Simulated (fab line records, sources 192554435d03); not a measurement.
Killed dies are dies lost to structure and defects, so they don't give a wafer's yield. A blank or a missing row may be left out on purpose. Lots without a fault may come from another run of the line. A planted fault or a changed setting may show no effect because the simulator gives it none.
Which tool did it? | flow n5_finfet | 10 lots, 29 wafers sampled, at 5 steps of a route of 1938

WHAT THE GAUGES READ, wafer by wafer
N5_BEOL_M4_RC_MEAS_101.
lot  | measured     | on        | DIBL_N (mV/V)
L632 | day 8 09:23  | prober-01 | 34.7 33.8 37.8
L634 | day 8 01:04  | prober-01 | 39.6 35.4 37.8
L635 | day 9 05:10  | prober-01 | 35.7 36.3 37.7
L638 | day 9 13:09  | prober-02 | 38.0 39.4 34.8
L645 | day 11 07:29 | prober-02 | 36.1 35.9 37.0
L646 | day 11 14:02 | prober-02 | 39.4 34.7 35.5
L647 | day 11 13:43 | prober-01 | 34.1 35.7 35.5
L649 | day 11 20:49 | prober-02 | 38.1 40.9 38.4
L652 | day 13 05:25 | prober-02 | 38.8 37.5 37.8
L655 | day 13 11:31 | prober-02 | 36.7 37.7

WHICH TOOL RAN EACH LOT (tool, then ch and the chambers of the sampled wafers, then the start)
lot  | N5_MOL_CONTACT_COAG_TI_SIL_19 | N5_MOL_CONTACT_COAG_ANNEAL_113   | N5_MOL_CONTACT_COAG_COAT_78       | N5_MOL_CONTACT_COAG_ALD_131
L632 | pvd_sputter-02, day 4 19:51   | rtp_anneal-02 ch 0, day 5 00:28  | litho_track-01 ch 0, day 5 06:26  | ald_sin-04 ch 1,2, day 5 07:14
L634 | pvd_sputter-02, day 5 06:25   | rtp_anneal-02 ch 0, day 5 09:57  | litho_track-02 ch 0, day 5 14:43  | ald_sin-03 ch 0,1,3, day 5 15:22
L635 | pvd_sputter-03, day 5 10:45   | rtp_anneal-02 ch 0, day 5 14:26  | litho_track-01 ch 0, day 5 19:29  | ald_sin-03 ch 0,1, day 5 20:05
L638 | pvd_sputter-01, day 6 09:38   | rtp_anneal-02 ch 0, day 6 12:12  | litho_track-04 ch 0, day 6 18:21  | ald_sin-04 ch 0,1,3, day 6 18:55
L645 | pvd_sputter-02, day 7 22:25   | rtp_anneal-02 ch 0, day 8 01:36  | litho_track-01 ch 0, day 8 06:40  | ald_sin-03 ch 0,2, day 8 08:14
L646 | pvd_sputter-03, day 8 05:15   | rtp_anneal-02 ch 0, day 8 07:04  | litho_track-01 ch 0, day 8 13:28  | ald_sin-04 ch 1,2, day 8 14:07
L647 | pvd_sputter-03, day 8 11:04   | rtp_anneal-02 ch 0, day 8 13:19  | litho_track-01 ch 0, day 8 20:04  | ald_sin-02 ch 1,2,3, day 8 21:22
L649 | pvd_sputter-03, day 8 22:54   | rtp_anneal-02 ch 0, day 9 02:15  | litho_track-02 ch 0, day 9 07:12  | ald_sin-03 ch 1,2,3, day 9 07:51
L652 | pvd_sputter-02, day 9 17:40   | rtp_anneal-02 ch 0, day 9 21:17  | litho_track-02 ch 0, day 10 03:54 | ald_sin-04 ch 1,2,3, day 10 05:11
L655 | pvd_sputter-02, day 10 18:10  | rtp_anneal-02 ch 0, day 10 20:50 | litho_track-04 ch 0, day 11 02:04 | ald_sin-04 ch 2,3, day 11 02:48
- N5_MOL_CONTACT_COAG_TI_SIL_19: material Ti, target thk 4.2 nm, time 15 s.
- N5_MOL_CONTACT_COAG_ANNEAL_113: time 300 s.
- N5_MOL_CONTACT_COAG_COAT_78: resist thk 40 nm.
- N5_MOL_CONTACT_COAG_ALD_131: deposits SiO2, target thk 5 nm, pulse time 1 s, co reactant pulse time 1 s.

THE ANSWER, worked out from the rows above alone
Rule: what is usual is taken from the lots themselves. Put in order of their means at a reading, lots are off if they are a third of the lots or fewer, leave a main group of 4 or more, and stand apart from it by a gap of 3 or more times the standard deviation of the main group's means; of several such gaps the widest counts. A main group whose means are all the same, to the digits that the tables above print for the reading, isn't used. A lot without any number at a reading at which 4 lots or more have one is off too. The other lots that the step has rows for count as sound.
No lot is off at any reading shown: from this, nothing can be told.

WHAT THE SIMULATOR HAD PUT IN
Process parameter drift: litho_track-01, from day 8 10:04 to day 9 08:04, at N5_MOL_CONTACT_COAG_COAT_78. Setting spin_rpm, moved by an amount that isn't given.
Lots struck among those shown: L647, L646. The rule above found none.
